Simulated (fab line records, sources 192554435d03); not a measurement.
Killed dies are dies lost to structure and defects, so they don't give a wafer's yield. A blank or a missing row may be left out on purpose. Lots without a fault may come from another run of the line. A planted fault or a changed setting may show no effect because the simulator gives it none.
A struck lot beside a sound one | flow n5_finfet | 20 steps out of a route of 1938
Sound: wafers L995.2, L995.3, L995.5. Struck: wafers L116.5, L116.6. The cause comes at the end.
At each step with rows: each side's tool, then ch and its chambers, then its first start. Under that, the readings that differ: sound wafers | struck wafers | difference of the means | sigmas: that difference in standard deviations of wafers without a fault.
alike: readings whose means differ by less than 2 such deviations, and words and numbers that are the same on both sides. not compared: withheld readings, readings that some wafer has no value for, bounds like >300 that may hide the same value, and numbers for which the record gives no deviation and whose values overlap.
The two part at a step that has a row with sigmas, a row that says differs or no value, or rows on one side only. Numbers that don't overlap but have no deviation are shown without sigmas and don't part them. A reading that every wafer of one side lacks parts them only if that side has two wafers or more.

first, 8 steps without rows for these wafers: N5_BEOL_M14_COAT_58 (time 60 s, resist thk 89 nm); N5_BEOL_M14_COAT_04 (resist thk 800 nm); N5_BEOL_M14_EBR_06; N5_BEOL_M14_SOFTBAKE_05 (time 60 s); N5_BEOL_M14_EXPOSE_07 (exposes mask V13); N5_BEOL_M14_PEB_08 (peb time 90 s); N5_BEOL_M14_DEVELOP_09 (develop time 45 s); N5_BEOL_M14_HARDBAKE_14 (time 120 s).
N5_BEOL_M14_CD_MEAS_10: target cd 250 nm.
  sound on cd_sem-01 ch 0, day 11 09:06; struck on cd_sem-02 ch 0, day 17 18:52
  alike: cd_nm
N5_BEOL_M14_OVL_MEAS_11:
  sound on overlay-02 ch 0, day 11 09:08; struck on overlay-01 ch 0, day 17 18:54
  alike: V13_OVL
N5_BEOL_M14_INSPECT_12: inspects for defects (macro).
  sound on defect_inspect-01, day 11 09:09; struck on defect_inspect-02, day 17 18:55
  alike: raw_defect_count
N5_BEOL_M14_DESCUM_15: chemistry O2, time 7.9 s.
  sound on rie_diel-06 ch 0,1,3, day 11 09:40; struck on rie_diel-02 ch 1,3, day 17 18:58
  reading                         | sound          | struck    | difference | sigmas
  showerhead_plenum_p_Torr (Torr) | 1.99 1.96 2.01 | 2.07 2.17 | +0.13      | +2
  alike: drypump_motor_current_A, oes_product_au, rf_vpp_V, throttle_valve_pct
  not compared: rf_hours_counter_h
N5_BEOL_M14_ETCH_59: etches BARC in N2/H2, target depth 89 nm, overetch 26.7 nm, time 67.9 s.
  sound on rie_diel-06 ch 0,1,3, day 11 09:42; struck on rie_diel-02 ch 1,3, day 17 19:01
  reading                                    | sound             | struck      | difference | sigmas
  rf_vpp_V (V)                               | 519.6 520.2 520.3 | 522.7 527.5 | +5.1       | +2
  model.coat_of_BEOL_M14_COAT_04.thk_nm (nm) | 719.8 720.8 720.6 | 678.2 681.8 | -40.4      |
  alike: drypump_motor_current_A, h2_flow_sccm, oes_product_au, showerhead_plenum_p_Torr, throttle_valve_pct
  not compared: rf_hours_counter_h
N5_BEOL_M14_VIA_ETCH_16: etches SiO2 in C4F8/O2/Ar, target depth 1231.3 nm.
  sound on rie_diel-06 ch 0,1,3, day 11 09:46; struck on rie_diel-02 ch 1,3, day 17 19:08
  reading                                    | sound             | struck      | difference | sigmas
  showerhead_plenum_p_Torr (Torr)            | 3.27 3.24 3.29    | 3.39 3.59   | +0.22      | +2
  model.coat_of_BEOL_M14_COAT_04.thk_nm (nm) | 451.8 465.2 450.6 | 404.6 415.2 | -46.0      |
  alike: drypump_motor_current_A, mfc_ar_sccm, oes_ar_750_au, oes_product_au, rf_vpp_V, throttle_valve_pct
N5_BEOL_M14_STRIP_63: strips in O2.
  sound on rie_diel-06 ch 0,1,3; struck on rie_diel-02 ch 1,3
  reading                         | sound          | struck    | difference | sigmas
  showerhead_plenum_p_Torr (Torr) | 1.99 1.96 2.01 | 2.07 2.17 | +0.13      | +2
  alike: drypump_motor_current_A, oes_product_au, rf_vpp_V, throttle_valve_pct
  not compared: rf_hours_counter_h
N5_BEOL_M14_STRIP_64: strips in O2.
  sound on rie_diel-06 ch 0,1,3; struck on rie_diel-02 ch 1,3
  reading                         | sound          | struck    | difference | sigmas
  showerhead_plenum_p_Torr (Torr) | 1.99 1.96 2.01 | 2.07 2.17 | +0.13      | +2
  alike: drypump_motor_current_A, oes_product_au, rf_vpp_V, throttle_valve_pct
  not compared: rf_hours_counter_h
then, 2 steps without rows for these wafers: N5_BEOL_M14_STRIP_71 (strips in post etch residue remover, time 60 s); N5_BEOL_M14_SRD_72 (time 30 s, dry time 30 s).
N5_BEOL_M14_CD_MEAS_17: target cd 250 nm.
  sound on cd_sem-03, day 11 10:10; struck on cd_sem-02, day 17 19:23
  reading    | sound             | struck      | difference | sigmas
  cd_nm (nm) | 253.9 252.4 250.3 | 262.5 262.7 | +10.4      | +5
then, 1 step without rows for these wafers: N5_BEOL_M14_COAT_65 (time 60 s, resist thk 450 nm).

WHERE THEY PART
First at N5_BEOL_M14_DESCUM_15; last, within this record, at N5_BEOL_M14_CD_MEAS_17.

WHY: what the simulator had put in
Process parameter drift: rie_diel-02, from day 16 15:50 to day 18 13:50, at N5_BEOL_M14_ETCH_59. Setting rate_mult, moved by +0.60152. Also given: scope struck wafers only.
